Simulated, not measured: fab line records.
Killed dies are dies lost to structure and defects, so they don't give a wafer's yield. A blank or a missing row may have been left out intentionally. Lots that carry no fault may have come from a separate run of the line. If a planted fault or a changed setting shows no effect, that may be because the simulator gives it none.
3 desks, one fault | flow n5_finfet | only its own numbers are on each desk; what lay behind them is given at the end

## THE DEFECT DESK
What the inspections along the route counted, lot by lot: means of the sampled wafers that have a number. The brackets show how far a lot's mean lies from the usual mean; more than 4 standard deviations puts the lot out of limits, marked OUT.
Columns: A = raw_defect_count at N5_BEOL_M13_INSPECT_12, usual 2.3; B = raw_defect_count at N5_BEOL_M13_INSPECT_30, usual 2.2
lot  | first seen here | A              | B
L723 | day 11 21:14    | 3.3            | 2.0
L726 | day 14 05:22    | 1.7            | 1.7
L731 | day 15 20:11    | 1.3            | 3.0
L732 | day 16 04:14    | 2.7            | 1.3
L733 | day 16 16:59    | 82.0 (+53) OUT | 80.7 (+46) OUT
L736 | day 16 17:20    | 79.0 (+51) OUT | 75.3 (+43) OUT
L725 | day 16 23:58    | 2.7            | 2.3
L737 | day 18 04:48    | 1.0            | 3.3
L741 | day 18 05:10    | 2.7            | 3.7
L746 | day 18 18:36    | 3.0            | 0.7
This desk's verdict: out of limits on L733, L736, starting with L733 at day 16 16:59 (raw_defect_count at N5_BEOL_M13_INSPECT_12). L723, L726, L731, L732, L725, L737, L741, L746: within limits.

## AT THE TOOL OWNER'S DESK: pecvd-01
The tool's own readings at N5_BEOL_M13_ILD_DEP_00 (deposits SiOC from DEMS/O2, target thk 837.92 nm, time 166.4 s): means of the sampled wafers that have a number, for each lot that ran on this tool. The brackets show how far a lot's mean lies from the usual mean; more than 4 standard deviations puts the lot out of limits, marked OUT.
Columns: A = heater_power_w at N5_BEOL_M13_ILD_DEP_00, usual 506 W; B = rf_fwd_power_W at N5_BEOL_M13_ILD_DEP_00, usual 498.3 W; C = showerhead_plenum_p_Torr at N5_BEOL_M13_ILD_DEP_00, usual 5.696 Torr; D = throttle_valve_pct at N5_BEOL_M13_ILD_DEP_00, usual 12.0 %
lot  | first seen here | A   | B     | C     | D
L723 | day 11 20:44    | 551 | 499.2 | 5.690 | 11.2
L732 | day 16 03:20    | 525 | 499.6 | 5.684 | 11.2
L733 | day 16 16:29    | 505 | 497.6 | 5.680 | 11.6
L736 | day 16 16:50    | 488 | 499.2 | 5.690 | 11.6
This desk's finding: nothing out of limits on any of the 4 lots.

## FROM THE METROLOGY DESK
Means of the sampled wafers that have a number, per lot and without regard to the tool the lot ran on: this is what the gauges read. The brackets show how far a lot's mean lies from the usual mean; more than 4 standard deviations puts the lot out of limits, marked OUT.
Columns: A = cd_nm at N5_BEOL_M13_CD_MEAS_10, usual 190.5 nm
lot  | first seen here | A
L723 | day 11 21:11    | 190.2
L726 | day 14 05:19    | 190.2
L731 | day 15 20:07    | 190.3
L732 | day 16 03:55    | 188.5
L733 | day 16 16:56    | 189.1
L736 | day 16 17:17    | 189.5
L725 | day 16 23:55    | 190.2
L737 | day 18 04:44    | 191.6
L741 | day 18 05:07    | 190.2
L746 | day 18 18:32    | 190.7
This desk's finding: nothing out of limits on any of the 10 lots.

## ALL TOGETHER
The defect desk could have raised an alarm at day 16 16:59, on L733, L736.
The tool owner's desk saw nothing out of limits.
The metrology desk saw nothing out of limits.
On record at the tool owner's desk: L733, L736, within its limits.
The metrology desk has L733, L736 on record, within its limits.
Every lot named ran N5_BEOL_M13_ILD_DEP_00 on pecvd-01.

## WHAT THE SIMULATOR HAD PUT IN
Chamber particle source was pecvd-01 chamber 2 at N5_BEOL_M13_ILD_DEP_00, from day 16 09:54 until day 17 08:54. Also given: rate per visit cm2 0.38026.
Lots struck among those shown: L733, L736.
Hours from the fault's start to each desk's first reading out of limits: the defect desk, 7.
